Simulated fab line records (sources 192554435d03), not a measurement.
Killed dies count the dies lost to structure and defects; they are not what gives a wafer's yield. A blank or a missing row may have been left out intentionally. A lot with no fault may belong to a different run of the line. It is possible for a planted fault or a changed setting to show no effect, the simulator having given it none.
Problem report, 8D (eight disciplines) form, completed by code	flow n5-finfet	the parts of the form that need people (team, actions taken, sign-off) are left out

## 1. PROBLEM STATEMENT
Wafers without a fault read 1499.9 rpm, standard deviation 1.1; spin-speed-rpm at N5_SD_EPI_P_COAT_03 reads a mean of 1675.8 rpm on 6 wafers belonging to 2 lots. That is +99 or more standard deviations from the usual mean.
The step: resist thk 150 nm.
Seen first at day 8 17:26 on litho-track-04, wafer L224.4. The record holds 34 wafers of 14 lots with a number at this step. By rule, "out" or "out of limits" means more than 4 standard deviations away from the usual mean. Any other wafer with a number is counted as sound.

## 2. WHAT IT IS, WHAT IT ISN'T
question	is	is not
which readings at this step	spin-speed-rpm	dispense-pressure-kPa
which lots	L224, L225	L205, L206, L207, L208, L210, L212, L214, L215, L216, L218, L220, L221
which wafers of those lots	all that have a number	-
read on which tools	litho-track-04	litho-track-02, litho-track-03
when	from day 8 17:26	up to then (28 sound wafers)

## 3. WHAT RULES OUT EACH SUSPECT
Counting: a tool at a process step up to the reading stays a suspect if it ran every lot that is out and no sound lot after the first of them.
- rie-diel-03 at N5_DUMMY_GATE_ETCH_37 (etches SOC in N2/H2, target depth 60 nm, overetch 30 nm): kept. It ran every lot that is out, first L224 (day 8 10:24), and no sound lot after that; its last sound lot up to then is L218 (day 7 00:02).
- litho-track-04 at N5_SD_EPI_P_COAT_03 (resist thk 150 nm): kept. It ran every lot that is out, first L224 (day 8 17:26), and no sound lot after that; its last sound lot up to then is L221 (day 7 22:08). Its own readings are out on those wafers: spin-speed-rpm.
After counting, rie-diel-03 at N5_DUMMY_GATE_ETCH_37 and litho-track-04 at N5_SD_EPI_P_COAT_03 remain.

## 4. THE CAUSE (what the simulator had put in)
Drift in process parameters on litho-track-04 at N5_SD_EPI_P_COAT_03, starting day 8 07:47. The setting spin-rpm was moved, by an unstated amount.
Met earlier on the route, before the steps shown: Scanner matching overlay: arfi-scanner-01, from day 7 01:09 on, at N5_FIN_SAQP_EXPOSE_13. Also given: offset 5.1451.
Counting left 2 suspects, and this tool is among them.

## 5. SEQUENCE OF EFFECTS, ordered by route
Each row: a reading whose mean over the struck wafers that have a number lies more than 3 standard deviations from the usual. Only readings whose record carries a usual standard deviation are examined. hours: median over the lots of the time between each lot's start at the first step of this table that gives one and its start at this step. sigmas: the change, counted in usual standard deviations.
hours	step	reading	usual	on struck wafers	change	sigmas
0	N5_SD_EPI_P_COAT_03	spin-speed-rpm	1499.9 rpm	1675.8	+175.9	+99 or more
It contains these process steps:
- N5_SD_EPI_P_COAT_03: resist thk 150 nm.

## 6. WHAT WOULD HAVE CAUGHT IT SOONER
In this record the first reading out of limits was taken at day 8 17:26, 10 hours after the fault began at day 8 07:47.
